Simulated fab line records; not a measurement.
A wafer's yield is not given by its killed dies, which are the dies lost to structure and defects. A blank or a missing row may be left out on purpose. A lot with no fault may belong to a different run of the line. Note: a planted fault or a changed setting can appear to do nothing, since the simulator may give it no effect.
What tool caused it?	flow n5 finfet	Sampling: 24 lots, 72 wafers, 2 of 1938 route steps

## WHAT THE GAUGES SHOWED, per wafer
N5_BEOL_M7_OVL_MEAS_29. Usual: V6_OVL typically reads -0.3 nm, with standard deviation 0.68.
lot	measured	on	V6_OVL (nm)	flag
L074	day 9 07:02	overlay-02	-0.6 0.8 -0.1	
L075	day 9 10:53	overlay-02	-0.8 -1.0 -1.4	
L076	day 9 21:38	overlay-02	0.6 0.8 0.4	
L077	day 10 04:23	overlay-02	-1.2 -0.2 -0.2	
L078	day 10 07:21	overlay-02	0.0 -0.9 -0.9	
L079	day 11 00:16	overlay-02	0.3 0.6 -0.1	
L081	day 11 03:05	overlay-02	1.0 1.3 -0.5	
L080	day 11 03:25	overlay-02	-0.2 -0.4 -0.6	
L082	day 11 10:56	overlay-02	-1.1 -0.5 -0.3	
L083	day 11 13:41	overlay-02	0.0 0.2 -0.8	
L084	day 11 21:14	overlay-01	-0.1 -0.7 -1.4	
L085	day 12 16:07	overlay-02	-0.1 -0.8 -0.1	
L086	day 12 16:10	overlay-02	0.0 0.0 0.0	
L087	day 12 16:12	overlay-02	0.2 -1.3 0.5	
L089	day 13 13:45	overlay-02	0.4 0.3 -0.1	
L088	day 13 15:37	overlay-01	-0.4 -0.4 -1.7	
L090	day 13 16:04	overlay-01	-0.4 -1.4 -1.0	
L093	day 13 18:57	overlay-01	-0.2 -0.6 0.0	
L091	day 13 21:50	overlay-02	-1.5 -0.5 -0.3	
L096	day 15 06:58	overlay-01	-0.8 -0.4 -1.4	
L092	day 15 13:47	overlay-01	-0.4 -0.7 0.1	
L094	day 15 17:00	overlay-01	0.0 -0.6 1.1	
L097	day 15 17:10	overlay-02	0.0 0.4 -0.3	
L095	day 15 17:20	overlay-02	-0.9 -0.2 0.5	

N5_BEOL_M7_INSPECT_30: inspects for defects (brightfield). Usual: raw defect count at 433, with a standard deviation of 82.
lot	measured	on	raw defect count	flag
L074	day 9 07:05	defect inspect-02	278 302 296	
L075	day 9 10:57	defect inspect-02	525 477 490	
L076	day 9 21:41	defect inspect-02	617 568 614	
L077	day 10 04:26	defect inspect-01	443 298 323	
L078	day 10 07:24	defect inspect-01	340 258 398	
L079	day 11 00:19	defect inspect-02	414 425 415	
L081	day 11 03:09	defect inspect-02	421 430 314	
L080	day 11 03:29	defect inspect-01	423 399 430	
L082	day 11 10:59	defect inspect-01	514 545 455	
L083	day 11 13:44	defect inspect-01	529 417 411	
L084	day 11 21:18	defect inspect-02	456 405 662	
L085	day 12 16:10	defect inspect-02	369 402 402	
L086	day 12 16:13	defect inspect-02	475 504 410	
L087	day 12 16:16	defect inspect-02	420 396 438	
L089	day 13 13:48	defect inspect-02	458 475 446	
L088	day 13 15:40	defect inspect-02	460 479 521	
L090	day 13 16:07	defect inspect-01	393 439 405	
L093	day 13 19:00	defect inspect-02	484 577 560	
L091	day 13 21:53	defect inspect-01	290 364 488	
L096	day 15 07:01	defect inspect-01	386 351 484	
L092	day 15 13:51	defect inspect-01	514 297 389	
L094	day 15 17:02	defect inspect-02	547 352 560	
L097	day 15 17:13	defect inspect-01	470 440 406	
L095	day 15 17:23	defect inspect-01	360 296 444	

## EACH LOT AND THE TOOL THAT RAN IT (in order: tool; ch and the chambers of the sampled wafers; start)
Before these readings, the record contains no process step.

## WHAT THE TOOLS THEMSELVES READ (means of the sampled wafers that have a number; where no wafer has one, the mark that the record gives instead)
The record holds no such reading with a usual standard deviation.

## THE ANSWER, worked out from the rows above alone
Rule: a lot is off if the mean of its wafers that have a number lies more than 3 standard deviations from the usual mean. Also off: a lot with no number at a reading for which 4 or more lots have one. All remaining lots with rows at the step are treated as sound. After the gauges, taken in route order, come the tools' own readings; for these a lot's mean is taken, as printed above. The first step at which some lot is off is used, and at that step the reading that is off furthest; a lot without a number counts as furthest.
None of the lots is off at any reading shown; this tells nothing.

## WHAT THE SIMULATOR PUT IN
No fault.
